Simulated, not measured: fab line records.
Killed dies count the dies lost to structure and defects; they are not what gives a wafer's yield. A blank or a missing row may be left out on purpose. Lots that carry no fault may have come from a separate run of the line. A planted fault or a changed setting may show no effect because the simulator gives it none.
Matching of chambers || flow n5Finfet || 4 sister chambers for N5_BEOL_M10_DESCUM_16 on rieDiel-02
The step chemistry O2, time 7.9 s. 4 wafers are shown with their chamber, then 12 later ones without.

EACH WAFER AND ITS CHAMBER
{"wafer": "L082.1", "chamber": 2, "showerheadPlenumPTorr (Torr)": 2.20}
{"wafer": "L082.2", "chamber": 0, "showerheadPlenumPTorr (Torr)": 1.98}
{"wafer": "L083.3", "chamber": 3, "showerheadPlenumPTorr (Torr)": 2.12}
{"wafer": "L083.5", "chamber": 1, "showerheadPlenumPTorr (Torr)": 2.11}

WAFERS WHOSE CHAMBER IS MISSING
{"wafer": "L093.1", "showerheadPlenumPTorr (Torr)": 2.11}
{"wafer": "L093.2", "showerheadPlenumPTorr (Torr)": 1.97}
{"wafer": "L093.3", "showerheadPlenumPTorr (Torr)": 2.19}
{"wafer": "L093.4", "showerheadPlenumPTorr (Torr)": 2.12}
{"wafer": "L093.5", "showerheadPlenumPTorr (Torr)": 2.12}
{"wafer": "L093.6", "showerheadPlenumPTorr (Torr)": 2.19}
{"wafer": "L090.1", "showerheadPlenumPTorr (Torr)": 1.97}
{"wafer": "L090.3", "showerheadPlenumPTorr (Torr)": 2.19}
{"wafer": "L090.5", "showerheadPlenumPTorr (Torr)": 2.12}
{"wafer": "L094.3", "showerheadPlenumPTorr (Torr)": 2.19}
{"wafer": "L094.5", "showerheadPlenumPTorr (Torr)": 2.11}
{"wafer": "L094.6", "showerheadPlenumPTorr (Torr)": 2.19}

WHICH CHAMBER EACH WENT THROUGH
{"wafer": "L093.1", "from the rows above": "can't be placed: 1 or 3", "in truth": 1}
{"wafer": "L093.2", "from the rows above": 0, "in truth": 0}
{"wafer": "L093.3", "from the rows above": 2, "in truth": 2}
{"wafer": "L093.4", "from the rows above": "can't be placed: 3 or 1", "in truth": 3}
{"wafer": "L093.5", "from the rows above": "can't be placed: 3 or 1", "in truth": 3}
{"wafer": "L093.6", "from the rows above": 2, "in truth": 2}
{"wafer": "L090.1", "from the rows above": 0, "in truth": 0}
{"wafer": "L090.3", "from the rows above": 2, "in truth": 2}
{"wafer": "L090.5", "from the rows above": "can't be placed: 3 or 1", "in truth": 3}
{"wafer": "L094.3", "from the rows above": 2, "in truth": 2}
{"wafer": "L094.5", "from the rows above": "can't be placed: 1 or 3", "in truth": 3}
{"wafer": "L094.6", "from the rows above": 2, "in truth": 2}
7 of 12 placed correctly. Cannot be placed on the basis of these rows: 5; the candidates contain the true chamber in 5. Wrongly placed: 0.
How it was worked out, from the rows above alone: a wafer's distance from a chamber is the root of the sum, over the readings, of the square of ((its reading less the chamber's mean) divided by the reading's scatter). If the next closest chamber is less than 2 further off than the closest, the wafer can't be placed; otherwise it belongs to the closest. Each chamber's mean is taken over the wafers shown for it. The scatter (one wafer shown for each chamber): square how far every hidden wafer sits from the nearest shown wafer, average those squares and take the square root.
